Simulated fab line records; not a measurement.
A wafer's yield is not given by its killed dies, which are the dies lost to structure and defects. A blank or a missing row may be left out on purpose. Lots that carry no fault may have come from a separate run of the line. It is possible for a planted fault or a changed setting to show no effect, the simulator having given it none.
fab line records | flow nandHarc
record: lots: 12 | wafers: 36 | lastDay: 24
route steps=1159 shown A_BONDPAD@1075 THIN_TSV@1107 END@1159
lots with no fault: from the same line, run without faults
startH: the number of hours between the record's first day and the start of the first shown wafer of the lot | waitH: how many hours have passed since the lot's step before this one | " unchanged from the row above | L1.1+2: a single row standing in for several wafers | - no value, or no start was given | * or withheld: withheld | < > ~ a bound
route shown NAME@n: NAME is a module with steps in the file, n the number in the route of the first one | usual: mean/standard deviation of fault-free wafers | same: alike in all rows | chamber/n: place in a boat | sites: each site's reading | _std_site: the standard deviation of these | _edge_site: mean of outer sites minus mean of inner sites | radiusMm: how far each site lies from the wafer's centre | mask NAME#n: copy n | behind: the most recent tool/chamber to have shaped the wafer | hold: why the lot went on hold/how many hours it stayed there/how the hold came to an end | device: transistor that didn't switch, given as n, p or np | end of line: the tests these same wafers got at the end of their route | a step with no rows: only its recipe | killed: count of dies lost to structure and defects at first sort (not the wafer's yield) | map: per-die view of a wafer (x killed, . not killed, _ where there is no die)
set.NAME: the setting that was run; set.NAME@STEP: the one run at that earlier step | model.NAME: the simulator's own value behind a step, which no gauge read
one table for each step of the route and one row for each wafer, over a sample of lots
services: the hour from which a tool's chamber was out of use, counted from the record's first day as startH (under 0 if before that day), plus the number of hours and why
== steps ==
step: NHARC_A_BONDPAD_DESCUM_11
recipe: timeS: 3 | o2FlowSccm: 200 | arFlowSccm: 0 | biasPowerW: 0 | chemistry: O2
usual: drypumpMotorCurrentA: 5.7/0.31 | mfcArSccm: 0.005/0.0096 | oesProductAu: 0.995/0.014 | rfVppV: 57.8/0.89 | showerheadPlenumPTorr: 1.93/0.08 | throttleValvePct: 11.310/0.0084
same: biasPowerW: 0
lot.wafer | tool       | chamber | startH | waitH | drypumpMotorCurrentA | mfcArSccm | oesProductAu | rfHoursCounterH | rfVppV | showerheadPlenumPTorr | throttleValvePct
L497.4    | rieDiel-11 | 1       | 410.82 | -     | 5.5                  | 0         | 0.994        | 15              | 58.0   | 1.78                  | 11.303
L497.1    | "          | 2       | "      | "     | 6.1                  | 0.017     | 1.014        | 16              | 56.5   | 1.78                  | 11.314
L497.2    | "          | 3       | "      | "     | 5.4                  | 0         | 0.994        | 14              | 57.4   | 1.80                  | 11.319
L499.4    | rieDiel-10 | 1       | 415.52 | -     | 5.3                  | 0         | 1.024        | 12              | 58.5   | 1.77                  | 11.305
L499.3    | "          | 2       | "      | "     | 6.1                  | 0.013     | 0.981        | 12              | 56.9   | 2.02                  | 11.334
L499.6    | "          | 1       | "      | "     | 5.3                  | 0         | 1.021        | -               | 58.6   | 1.77                  | 11.294
L498.3    | rieDiel-07 | 2       | 416.39 | -     | 6.0                  | 0         | 0.998        | 0               | 58.3   | 2.03                  | 11.311
L498.1    | "          | 1       | "      | "     | 5.5                  | 0.009     | 0.982        | 0               | 59.9   | 1.91                  | 11.304
L498.6    | "          | 3       | "      | "     | 5.4                  | 0         | 0.981        | -               | 59.6   | 1.85                  | 11.312
L501.2    | rieDiel-07 | 3       | 437.73 | -     | 5.4                  | 0         | 0.987        | 1               | 58.2   | 1.85                  | 11.318
L501.4    | "          | 0       | "      | "     | 5.9                  | 0         | 1.018        | 1               | 57.2   | 1.97                  | 11.316
L501.6    | "          | 3       | "      | "     | 5.4                  | 0         | 0.981        | -               | 56.9   | 1.85                  | 11.297
L502.1    | rieDiel-10 | 1       | 450.31 | -     | 5.3                  | 0         | 1.017        | 19              | 58.2   | 1.77                  | 11.302
L502.4    | "          | 3       | "      | "     | 5.2                  | 0.042     | 1.015        | 19              | 57.4   | 1.86                  | 11.313
L502.6    | "          | 1       | "      | "     | 5.3                  | 0         | 1.021        | -               | 56.6   | 1.77                  | 11.317
L506.3    | rieDiel-10 | 1       | 465.05 | -     | 5.3                  | 0         | 1.015        | 23              | 57.7   | 1.77                  | 11.318
L506.1    | "          | 3       | "      | "     | 5.2                  | 0.042     | 1.004        | 24              | 57.0   | 1.86                  | 11.316
L506.6    | "          | 2       | "      | "     | 6.0                  | 0.013     | 0.974        | -               | 57.3   | 2.02                  | 11.306
L508.3    | rieDiel-07 | 1       | 483.31 | -     | 5.5                  | 0.009     | 0.978        | 2               | 57.4   | 1.91                  | 11.307
L508.1    | "          | 2       | "      | "     | 6.0                  | 0         | 0.999        | 3               | 59.0   | 2.02                  | 11.292
L508.2    | "          | 0       | "      | "     | 5.9                  | 0         | 1.003        | 2               | 56.9   | 1.97                  | 11.309
L507.3    | rieDiel-07 | 2       | 484.53 | -     | 6.0                  | 0         | 0.999        | 3               | 57.5   | 2.02                  | 11.304
L507.1    | "          | 3       | "      | "     | 5.4                  | 0         | 0.977        | 3               | 56.1   | 1.85                  | 11.315
L507.4    | "          | 1       | "      | "     | 5.5                  | 0.009     | 0.983        | 3               | 56.6   | 1.91                  | 11.311
L511.2    | rieDiel-10 | 2       | 488.88 | -     | 6.0                  | 0.013     | 0.979        | 29              | 57.1   | 2.02                  | 11.310
L511.3    | "          | 3       | "      | "     | 5.2                  | 0.042     | 1.007        | 30              | 56.7   | 1.86                  | 11.302
L511.6    | "          | 2       | "      | "     | 6.1                  | 0.013     | 0.984        | -               | 57.8   | 2.02                  | 11.313
L515.2    | rieDiel-07 | 3       | 512.37 | -     | 5.4                  | 0         | 0.992        | 4               | 57.3   | 1.85                  | 11.320
L515.5    | "          | 0       | "      | "     | 5.9                  | 0         | 0.998        | -               | 57.2   | 1.97                  | 11.330
L515.6    | "          | 1       | "      | "     | 5.5                  | 0.009     | 0.988        | -               | 56.1   | 1.91                  | 11.301
L519.4    | rieDiel-07 | 2       | 537.35 | -     | 6.0                  | 0         | 0.998        | 5               | 59.5   | 2.02                  | 11.300
L519.1    | "          | 0       | "      | "     | 5.9                  | 0         | 1.002        | 5               | 57.7   | 1.97                  | 11.320
L519.6    | "          | 1       | "      | "     | 5.5                  | 0.009     | 0.978        | -               | 56.1   | 1.91                  | 11.305
L517.1    | rieDiel-07 | 3       | 545.33 | -     | 5.4                  | 0         | 0.997        | 5               | 58.5   | 1.85                  | 11.304
L517.2    | "          | 1       | "      | "     | 5.5                  | 0.009     | 0.981        | 5               | 57.8   | 1.91                  | 11.304
L517.5    | "          | 3       | "      | "     | 5.4                  | 0         | 0.985        | -               | 58.4   | 1.85                  | 11.313
step: NHARC_A_BONDPAD_DEGAS_25
recipe: tempC: 300 | timeS: 60
usual: heaterPowerW: 465/49
lot.wafer | tool          | chamber | startH | waitH | heaterPowerW
L497.1    | pvdSputter-02 | -       | 411.99 | -     | 537
L497.4    | "             | -       | "      | "     | 479
L497.2    | "             | -       | "      | "     | 421
L499.4    | pvdSputter-02 | -       | 416.46 | -     | 474
L499.3    | "             | -       | "      | "     | 502
L499.6    | "             | -       | "      | "     | 472
L498.1    | pvdSputter-03 | -       | 417.39 | -     | 427
L498.3    | "             | -       | "      | "     | 413
L498.6    | "             | -       | "      | "     | 455
L501.2    | pvdSputter-01 | -       | 439.13 | -     | 486
L501.4    | "             | -       | "      | "     | 488
L501.6    | "             | -       | "      | "     | 478
L502.4    | pvdSputter-03 | -       | 451.24 | -     | 398
L502.1    | "             | -       | "      | "     | 508
L502.6    | "             | -       | "      | "     | 494
L506.1    | pvdSputter-01 | -       | 466.13 | -     | 481
L506.3    | "             | -       | "      | "     | 478
L506.6    | "             | -       | "      | "     | 498
L508.3    | pvdSputter-01 | -       | 484.25 | -     | 482
L508.1    | "             | -       | "      | "     | 493
L508.2    | "             | -       | "      | "     | 485
L507.3    | pvdSputter-02 | -       | 485.47 | -     | 489
L507.4    | "             | -       | "      | "     | 419
L507.1    | "             | -       | "      | "     | 533
L511.2    | pvdSputter-01 | -       | 489.83 | -     | 489
L511.3    | "             | -       | "      | "     | 356
L511.6    | "             | -       | "      | "     | 484
L515.2    | pvdSputter-03 | -       | 513.31 | -     | 455
L515.5    | "             | -       | "      | "     | 421
L515.6    | "             | -       | "      | "     | 393
L519.4    | pvdSputter-03 | -       | 538.32 | -     | 453
L519.1    | "             | -       | "      | "     | 432
L519.6    | "             | -       | "      | "     | 484
L517.1    | pvdSputter-01 | -       | 546.27 | -     | 469
L517.2    | "             | -       | "      | "     | 462
L517.5    | "             | -       | "      | "     | 495
step: NHARC_A_BONDPAD_PVD_17
recipe: targetThkA: 50 | biasV: 168.6 | powerW: 15000 | chamberPressurePa: 0.12 | timeS: 8.06 | substrateTempC: 50 | material: TaN
usual: biasV: 168.3/1.7 | throttleValvePct: 30.0/0.91
lot.wafer | tool          | chamber | startH | waitH | biasV | throttleValvePct
L497.4    | pvdSputter-02 | -       | -      | -     | 169.1 | 31.1
L497.1    | "             | -       | "      | "     | 169.9 | 29.7
L497.2    | "             | -       | "      | "     | 166.4 | 29.6
L499.4    | pvdSputter-02 | -       | -      | -     | 165.3 | 29.5
L499.3    | "             | -       | "      | "     | 169.4 | 29.6
L499.6    | "             | -       | "      | "     | 168.3 | 31.1
L498.3    | pvdSputter-03 | -       | -      | -     | 168.6 | 30.2
L498.1    | "             | -       | "      | "     | 167.9 | 30.9
L498.6    | "             | -       | "      | "     | 166.2 | 30.0
L501.2    | pvdSputter-01 | -       | -      | -     | 165.8 | 29.6
L501.4    | "             | -       | "      | "     | 169.3 | 30.4
L501.6    | "             | -       | "      | "     | 167.3 | 29.7
L502.1    | pvdSputter-03 | -       | -      | -     | 166.9 | 31.4
L502.4    | "             | -       | "      | "     | 168.5 | 30.4
L502.6    | "             | -       | "      | "     | 168.6 | 31.9
L506.3    | pvdSputter-01 | -       | -      | -     | 167.9 | 30.5
L506.1    | "             | -       | "      | "     | 167.7 | 29.5
L506.6    | "             | -       | "      | "     | 169.1 | 30.2
L508.1    | pvdSputter-01 | -       | -      | -     | 168.6 | 27.9
L508.2    | "             | -       | "      | "     | 168.4 | 29.9
L508.3    | "             | -       | "      | "     | 169.0 | 30.2
L507.4    | pvdSputter-02 | -       | -      | -     | 166.7 | 29.6
L507.3    | "             | -       | "      | "     | 170.4 | 31.3
L507.1    | "             | -       | "      | "     | 164.1 | 30.6
L511.2    | pvdSputter-01 | -       | -      | -     | 171.3 | 30.3
L511.3    | "             | -       | "      | "     | 169.1 | 30.0
L511.6    | "             | -       | "      | "     | 168.3 | 30.1
L515.2    | pvdSputter-03 | -       | -      | -     | 167.7 | 31.2
L515.6    | "             | -       | "      | "     | 170.3 | 29.6
L515.5    | "             | -       | "      | "     | 167.8 | 31.2
L519.1    | pvdSputter-03 | -       | -      | -     | 169.3 | 31.3
L519.4    | "             | -       | "      | "     | 168.8 | 31.1
L519.6    | "             | -       | "      | "     | 166.0 | 31.2
L517.2    | pvdSputter-01 | -       | -      | -     | 167.7 | 28.1
L517.1    | "             | -       | "      | "     | 167.1 | 30.1
L517.5    | "             | -       | "      | "     | 166.9 | 30.1
step: NHARC_THIN_TSV_DEP_43
recipe: targetThkA: 13285 | tempC: withheld | pressureTorr: 6.5 | rfW: 900 | teosFlowSccm: 161.4 | flowSccm: 2650 | targetThkNm: 1328.5 | gas: O2 | material: SiO2
usual: throttleValvePct: 16.2/0.65
lot.wafer | tool     | chamber | startH | waitH | throttleValvePct
L497.2    | pecvd-04 | 0       | 427.17 | -     | 14.9
L497.1    | "        | 2       | "      | "     | 15.5
L497.4    | "        | 2       | "      | "     | 15.7
L499.3    | pecvd-01 | 0       | 434.06 | -     | 15.4
L499.6    | "        | 1       | "      | "     | 17.0
L499.4    | "        | 2       | "      | "     | 16.8
L498.3    | pecvd-02 | 2       | 435.26 | -     | 15.9
L498.1    | "        | 0       | "      | "     | 16.1
L498.6    | "        | 1       | "      | "     | 16.4
L501.2    | pecvd-01 | 0       | 454.14 | -     | 15.7
L501.6    | "        | 1       | "      | "     | 16.8
L501.4    | "        | 2       | "      | "     | 17.0
L502.1    | pecvd-02 | 1       | 465.09 | -     | 16.3
L502.4    | "        | 0       | "      | "     | 16.4
L502.6    | "        | 1       | "      | "     | 16.6
L506.1    | pecvd-01 | 2       | 481.59 | -     | 17.0
L506.3    | "        | 1       | "      | "     | 17.2
L506.6    | "        | 0       | "      | "     | 15.7
L508.3    | pecvd-02 | 0       | 497.60 | -     | 16.0
L508.2    | "        | 1       | "      | "     | 16.4
L508.1    | "        | 2       | "      | "     | 16.0
L507.3    | pecvd-02 | 1       | 500.01 | -     | 16.4
L507.1    | "        | 0       | "      | "     | 16.2
L507.4    | "        | 2       | "      | "     | 16.1
L511.2    | pecvd-02 | 2       | 503.08 | -     | 16.0
L511.3    | "        | 1       | "      | "     | 16.4
L511.6    | "        | 2       | "      | "     | 15.9
L515.2    | pecvd-01 | 2       | 528.25 | -     | 17.0
L515.6    | "        | 1       | "      | "     | 17.2
L515.5    | "        | 0       | "      | "     | 15.7
L519.1    | pecvd-02 | 2       | 552.07 | -     | 15.8
L519.4    | "        | 2       | "      | "     | 15.8
L519.6    | "        | 0       | "      | "     | 15.8
L517.2    | pecvd-02 | 0       | 559.49 | -     | 16.0
L517.1    | "        | 1       | "      | "     | 16.5
L517.5    | "        | 2       | "      | "     | 15.9
step: NHARC_END_SORT_01
recipe: tempC: 25
usual: defectLimitedYield: 95.5/1.3 | killedAtArray: 26/8.4 | killedAtOther: 0.7/0.97 | killedAtPeriphery: 3.2/2.2 | killedDies: 30/8.5 | killedOpen: 3.4/2 | killedShort: 2/1.3 | sort_bin_2_pct: 1.5/0.52 | sort_bin_3_pct: 0.21/0.18 | sort_bin_4_pct: 2.8/0.91 | sortNPass: 647/8.5 | sortRimYieldPct: 94.8/2.7 | sortYieldPct: 95.5/1.3
same: grossDies: 677 | sort_bin_5_pct[%]: 0 | sort_bin_6_pct[%]: 0 | sort_bin_7_pct[%]: 0 | sort_bin_8_pct[%]: 0 | sortRimNGross: 106.00
lot.wafer | tool      | chamber | startH | waitH | defectLimitedYield[%] | killedAtArray | killedAtOther | killedAtPeriphery | killedDies | killedOpen | killedShort | sort_bin_2_pct[%] | sort_bin_3_pct[%] | sort_bin_4_pct[%] | sortNPass | sortRimYieldPct[%] | sortYieldPct[%]
L511.2    | prober-02 | 0       | 529.40 | 2.8   | 97.6                  | 14            | 0             | 2                 | 16         | 4          | 1           | 0.7               | 0.15              | 1.5               | 661       | 95.3               | 97.6
L511.3    | prober-02 | 0       | 530.20 | 3.1   | 97.5                  | 7             | 2             | 8                 | 17         | 4          | 2           | 0.6               | 0.15              | 1.8               | 660       | 99.1               | 97.5
L511.6    | prober-02 | 0       | 532.60 | 4.0   | 98.1                  | 9             | 1             | 3                 | 13         | 4          | 2           | 0.7               | 0.15              | 1.0               | 664       | 96.2               | 98.1
L519.1    | prober-01 | 0       | 569.47 | 2.5   | 84.0                  | 39            | 68            | 1                 | 108        | 4          | 2           | 7.5               | 2.51              | 5.9               | 569       | 84.0               | 84.0
L519.4    | prober-01 | 0       | 571.89 | 3.4   | 84.9                  | 31            | 69            | 2                 | 102        | 3          | 4           | 7.1               | 1.77              | 6.2               | 575       | 85.8               | 84.9
L519.6    | prober-01 | 0       | 573.51 | 4.0   | 87.1                  | 28            | 55            | 4                 | 87         | 3          | 2           | 4.7               | 2.22              | 5.9               | 590       | 78.3               | 87.1
L517.1    | prober-02 | 0       | 575.87 | 2.5   | 86.0                  | 22            | 73            | 0                 | 95         | 3          | 2           | 6.5               | 3.25              | 4.3               | 582       | 94.3               | 86.0
L517.2    | prober-02 | 0       | 576.67 | 2.8   | 89.1                  | 26            | 48            | 0                 | 74         | 1          | 1           | 4.7               | 2.51              | 3.7               | 603       | 84.9               | 89.1
L517.5    | prober-02 | 0       | 579.08 | 3.7   | 86.6                  | 17            | 73            | 1                 | 91         | 2          | 4           | 6.1               | 2.36              | 5.0               | 586       | 90.6               | 86.6
killed by level:class
L511.2 A_CHANNEL_HOLE_D1:chamberFilmFlake=4 A_CONTACT:chamberFilmFlake=3 A_STAIRCASE:chamberFilmFlake=2 P_GATE:geometricParticle:open=1 A_ONON_D1:geometricParticle:short=1 A_CHANNEL_HOLE_D1:geometricParticle:open=1 A_STAIRCASE:geometricParticle:open=1 A_M0:geometricParticle:open=1
L511.3 P_STI:chamberFilmFlake=6 P_M2:geometricParticle:open=2 A_STAIRCASE:chamberFilmFlake=2 A_ONON_D1:geometricParticle:open=1 A_CHANNEL_FILL_D1:geometricParticle:short=1 A_STAIRCASE:geometricParticle:open=1 A_CONTACT:chamberFilmFlake=1 STARTING-WAFER:geometricParticle:short=1
L511.6 A_CHANNEL_HOLE_D1:chamberFilmFlake=3 A_STAIRCASE:chamberFilmFlake=2 P_CONTACT:geometricParticle:open=1 P_M0:geometricParticle:open=1 A_CHANNEL_FILL_D1:geometricParticle:short=1 A_CHANNEL_FILL_D1:geometricParticle:open=1 A_CONTACT:geometricParticle:open=1 STARTING-WAFER:geometricParticle:short=1
L519.1 THIN_TSV:unspecified=68 A_SLIT:chamberFilmFlake=23 A_CHANNEL_HOLE_D1:chamberFilmFlake=4 A_ZERO_WELL:chamberFilmFlake=3 A_CONTACT:chamberFilmFlake=3 A_ONON_D1:geometricParticle:open=2 A_CHANNEL_FILL_D1:geometricParticle:short=2 A_WL_FILL:geometricParticle:open=1
L519.4 THIN_TSV:unspecified=69 A_CHANNEL_HOLE_D1:chamberFilmFlake=9 A_CONTACT:chamberFilmFlake=7 A_SLIT:chamberFilmFlake=6 A_M0:chamberFilmFlake=2 P_M0:geometricParticle:open=1 P_M2:geometricParticle:open=1 A_CHANNEL_FILL_D1:geometricParticle:open=1
L519.6 THIN_TSV:unspecified=55 A_CHANNEL_HOLE_D1:chamberFilmFlake=11 A_SLIT:chamberFilmFlake=7 A_CONTACT:chamberFilmFlake=3 P_ZERO_WELL:chamberFilmFlake=2 A_ZERO_WELL:chamberFilmFlake=2 P_CONTACT:geometricParticle:open=1 P_M1:geometricParticle:open=1
L517.1 THIN_TSV:unspecified=73 A_SLIT:chamberFilmFlake=8 A_CHANNEL_HOLE_D1:chamberFilmFlake=5 A_SGD_CUT:chamberFilmFlake=2 A_SOURCE_PLATE:geometricParticle:open=1 A_CHANNEL_HOLE_D1:geometricParticle:open=1 A_CHANNEL_FILL_D1:geometricParticle:short=1 A_SGD_CUT:geometricParticle:short=1
L517.2 THIN_TSV:unspecified=47 A_SLIT:chamberFilmFlake=15 A_CHANNEL_HOLE_D1:chamberFilmFlake=5 A_SGD_CUT:chamberFilmFlake=2 A_WL_FILL:geometricParticle:open=1 STARTING-WAFER:geometricParticle:short=1 A_CHANNEL_FILL_D1:chamberFilmFlake=1 A_WL_FILL:chamberFilmFlake=1
L517.5 THIN_TSV:unspecified=72 A_CHANNEL_HOLE_D1:chamberFilmFlake=3 A_SGD_CUT:chamberFilmFlake=3 A_SLIT:chamberFilmFlake=3 A_STAIRCASE:geometricParticle:short=1 A_SGD_CUT:geometricParticle:short=1 A_WL_FILL:geometricParticle:open=1 A_CONTACT:geometricParticle:open=1
== services ==
tool          | chamber | startH | hours | kind
pvdSputter-02 | -       | 392.00 | 10.0  | pm
rieDiel-07    | 3       | 403.06 | 4.8   | repair
rieDiel-07    | -       | 405.20 | 9.0   | pm
rieDiel-07    | 0       | 405.20 | 9.0   | ventCycle
rieDiel-07    | 1       | 405.20 | 9.0   | ventCycle
rieDiel-07    | 2       | 405.20 | 9.0   | ventCycle
rieDiel-07    | 0       | 414.20 | -     | clean
rieDiel-07    | 1       | 414.20 | -     | clean
rieDiel-07    | 2       | 414.20 | -     | clean
rieDiel-07    | 3       | 414.20 | -     | clean
rieDiel-10    | 1       | 416.03 | 3.8   | repair
rieDiel-11    | 0       | 416.98 | 5.5   | repair
pecvd-01      | -       | 418.23 | 13.0  | pm
rieDiel-07    | 0       | 438.71 | -     | clean
rieDiel-07    | 1       | 438.71 | -     | clean
rieDiel-11    | 0       | 439.12 | 16.0  | repair
pecvd-04      | 2       | 452.47 | 4.2   | repair
pvdSputter-03 | -       | 458.00 | 10.0  | pm
pecvd-02      | 2       | 461.45 | 3.0   | repair
pvdSputter-01 | -       | 514.02 | 10.0  | pm
pecvd-02      | -       | 515.12 | 13.0  | pm
rieDiel-10    | -       | 530.50 | 9.0   | pm
rieDiel-11    | -       | 545.23 | 9.0   | pm
pecvd-04      | -       | 557.19 | 13.0  | pm
== key ==
firstSign: step: NHARC_END_SORT_01 | reading: killedAtOther | direction: up | sigmas: 64 | usual: 0.7 | struck: 64.3
effect: step: NHARC_END_SORT_01 | reading: killedDies | direction: up | sigmas: 7.4 | usual: 30 | struck: 93
moreKillsBornAt: NHARC_THIN_TSV_DEP_43@pecvd-02: 384
metAt NHARC_THIN_TSV_DEP_43
struckLots L517,L519
notActingAt NHARC_A_BONDPAD_DESCUM_11,NHARC_A_BONDPAD_DEGAS_25,NHARC_A_BONDPAD_PVD_17
onsetBetween 503.08 552.07
alsoFits time
fault: kind: chamberParticleSource | tool: pecvd-02 | chamber: - | onsetH: 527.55 | steps: NHARC_THIN_TSV_DEP_43 | ratePerVisitCm2: 0.4839 | endH: 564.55
